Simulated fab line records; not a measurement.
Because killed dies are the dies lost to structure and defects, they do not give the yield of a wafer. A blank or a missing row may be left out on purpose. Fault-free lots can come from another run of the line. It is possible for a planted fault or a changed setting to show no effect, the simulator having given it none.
Chamber matching    flow nand-harc    cmp-01 running NHARC_P_CONTACT_CMP_24: 4 sister chambers
The step polishes, t overpolish 30 s, target thk 200 nm. 30 wafers are shown with their chamber, then 12 later ones without.

## WAFERS WITH THEIR CHAMBER
wafer   chamber  motor-current-A (A)  time-to-endpoint-s (s)  slurry-filter-dp-kPa (kPa)
L075.2  3        11.3                 42                      13.48
L075.4  2        15.0                 40                      13.54
L075.5  2        14.9                 37                      13.50
L077.1  2        14.5                 45                      13.52
L077.4  3        11.5                 46                      13.87
L077.6  0        13.4                 39                      13.38
L080.3  2        14.7                 45                      13.65
L080.4  1        10.3                 40                      13.53
L080.5  2        14.7                 44                      13.61
L083.1  0        13.6                 41                      13.49
L083.2  2        14.3                 43                      13.21
L083.3  1        10.1                 41                      13.37
L082.1  3        11.7                 50                      13.54
L082.4  2        14.2                 46                      13.41
L082.6  3        11.7                 50                      13.42
L082.2  1        10.3                 40                      13.62
L082.3  0        13.8                 42                      13.32
L082.5  0        14.2                 41                      13.29
L081.2  2        14.5                 49                      13.34
L081.3  3        10.6                 51                      13.59
L081.5  2        14.3                 44                      13.58
L085.1  3        11.6                 50                      13.70
L085.2  1        10.6                 42                      13.42
L085.6  1        10.5                 42                      13.55
L088.1  2        14.1                 45                      13.61
L088.2  3        11.4                 48                      13.71
L088.4  1        10.7                 39                      13.48
L089.1  1        10.2                 42                      13.36
L089.2  3        11.0                 51                      13.35
L089.5  2        14.4                 42                      13.43

SIGNATURES, as means of the wafers listed above
reading               chamber 0  chamber 1  chamber 2  chamber 3  scatter within a chamber
motor-current-A       13.750     10.386     14.509     11.350     0.309
time-to-endpoint-s    40.75      40.86      43.64      48.50      2.65
slurry-filter-dp-kPa  13.3700    13.4757    13.4909    13.5825    0.133
Rule: a wafer's distance from a chamber is the root of the sum, over the readings, of the square of ((its reading less the chamber's mean) divided by the reading's scatter). If the next closest chamber is less than 2 further off than the closest, the wafer can't be placed; otherwise it belongs to the closest. The scatter: take each reading less its chamber's mean, square it, sum over the shown wafers, divide by the number of wafers less the number of chambers, and take the root.

## WAFERS WITHOUT THEIR CHAMBER
wafer   motor-current-A (A)  time-to-endpoint-s (s)  slurry-filter-dp-kPa (kPa)
L090.2  13.7                 42                      13.10
L090.3  11.1                 50                      13.69
L090.4  15.0                 46                      13.62
L091.1  14.3                 37                      13.32
L091.2  10.7                 42                      13.46
L091.6  10.1                 39                      13.61
L094.2  15.0                 43                      13.42
L094.3  9.9                  38                      13.25
L094.4  11.8                 49                      13.67
L096.1  11.7                 46                      13.41
L096.3  10.2                 39                      13.52
L096.4  14.0                 41                      13.55

## WHICH CHAMBER EACH ONE RAN IN
wafer   from the rows above      in truth
L090.2  can't be placed: 0 or 2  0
L090.3  3                        3
L090.4  2                        2
L091.1  can't be placed: 0 or 2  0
L091.2  1                        1
L091.6  1                        1
L094.2  2                        2
L094.3  1                        1
L094.4  3                        3
L096.1  3                        3
L096.3  1                        1
L096.4  can't be placed: 0 or 2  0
9 of 12 placed correctly. From these rows, 3 cannot be placed; in 3 the true chamber is one of the candidates. Placed wrongly: 0.
